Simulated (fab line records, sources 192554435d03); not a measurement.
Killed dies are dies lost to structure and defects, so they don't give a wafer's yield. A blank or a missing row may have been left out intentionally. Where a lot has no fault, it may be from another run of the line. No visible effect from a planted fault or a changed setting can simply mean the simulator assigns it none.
Lot-split experiment    flow n5Finfet    on a route of 1938 steps: 7 lots, 21 wafers read

## ABOUT THE SPLIT
At N5_BEOL_M1_TRENCH_ETCH_37 (etches SiOC in C4F6/O2, target depth 55.207 nm, time 29 s), the setting timeS was moved away from the recipe's 29 s on 9 of the 21 wafers read, by -16.1% to +17.3%. The other wafers ran this setting at the recipe's value.

## FROM THE SPLIT TO THE READING: what the file shows between them, 2 steps
- N5_BEOL_M1_ETCH_41: etches SiCN in CH3F/O2, target depth 31.9 nm, time 57.8 s
- N5_BEOL_M1_STRIP_97: strips in N2/H2, time 10 s

## THE READING
trenchDepthNm, in nm, at N5_BEOL_M1_OCD_MEAS_38. Typical for fault-free wafers on this fab line: 54.8 nm, with standard deviation 0.94 nm.

wafer   tool, chamber at the split  timeS as run, s  against the recipe  trenchDepthNm, nm  against lot-mates on the recipe
L076.2  rieDiel-05, 0               24.34            -16.1%              47.0               -7.5
L076.5  rieDiel-05, 3               29               recipe              56.2               -
L076.6  rieDiel-05, 2               29               recipe              52.9               -
L080.1  rieDiel-01, 2               29               recipe              54.1               -
L080.3  rieDiel-01, 3               29               recipe              54.9               -
L080.6  rieDiel-01, 0               29               recipe              55.2               -
L079.1  rieDiel-05, 0               30.84            +6.3%               59.9               +6.3
L079.2  rieDiel-05, 2               30.84            +6.3%               57.7               +4.1
L079.3  rieDiel-05, 1               29               recipe              53.6               -
L083.4  rieDiel-02, 3               34.02            +17.3%              62.6               +6.7
L083.5  rieDiel-02, 3               34.02            +17.3%              63.3               +7.4
L083.6  rieDiel-02, 0               29               recipe              55.9               -
L086.2  rieDiel-02, 0               26.43            -8.9%               51.7               -3.7
L086.3  rieDiel-02, 1               29               recipe              55.4               -
L086.4  rieDiel-02, 2               26.43            -8.9%               50.7               -4.7
L091.1  rieDiel-02, 2               29               recipe              53.8               -
L091.2  rieDiel-02, 0               25.44            -12.3%              48.9               -4.9
L091.3  rieDiel-02, 1               25.44            -12.3%              47.2               -6.6
L092.3  rieDiel-02, 2               29               recipe              54.7               -
L092.4  rieDiel-02, 0               29               recipe              56.3               -
L092.5  rieDiel-02, 1               29               recipe              55.4               -

FIT RESULTS
A straight line over all 21 wafers: trenchDepthNm changes by +0.493 nm for each +1% of timeS; r = +0.97; the points scatter about the line by 1.1 nm.
The same after taking each lot's own level away (the mean of its wafers on the recipe; 21 wafers): +0.464 nm for each +1%; r = +0.96; scatter 1.1 nm.
The reading moves by 8 nm for the largest change in timeS, on that fit.
Measured against the standard deviation above, the lots' own levels, which go from 53.60 to 55.90 nm, span 2.4 times it.
Hence the lot-to-lot level has little effect on the slope; both slopes agree.
Check: for one of the wafers moved furthest among these (+17.3%), held out of the fit, the line's prediction against its lot-mates is +8.69 nm. It came out at +6.7 nm against them.

## FURTHER SPLITS ON THESE WAFERS
Note: prior to the reading, these wafers also went through further splits. Each is held against what the fit with the lots' levels taken away leaves over:
other split on the same wafers    wafers away from the commonest value  r with trenchDepthNm (lot level and that fit taken away)
N5_BEOL_M0_CUTY_EXPOSE_54 doseMj  5                                     +0.16
N5_BEOL_M1_ETCH_77 sourceW        8                                     +0.42

## THE WHOLE CHAIN: every reading that the file lists as answering this split, in the file's order
step                       what it does                                               reading                                                                  change (the file's fit)                r (the file's)
N5_BEOL_M1_TRENCH_ETCH_37  etches SiOC in C4F6/O2, target depth 55.207 nm, time 29 s  etch.depthNm (the simulator's own value, which no gauge read)            +0.465 nm for each +1% of the setting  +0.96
N5_BEOL_M1_TRENCH_ETCH_37  etches SiOC in C4F6/O2, target depth 55.207 nm, time 29 s  BEOL_M1.featureDepthNm (the simulator's own value, which no gauge read)  +0.465 nm for each +1% of the setting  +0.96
N5_BEOL_M1_OCD_MEAS_38                                                                trenchDepthNm                                                            +0.464 nm for each +1% of the setting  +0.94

## THE FILE'S OWN FIT
trenchDepthNm changes by +0.464 nm for each +1% of timeS, r = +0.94.
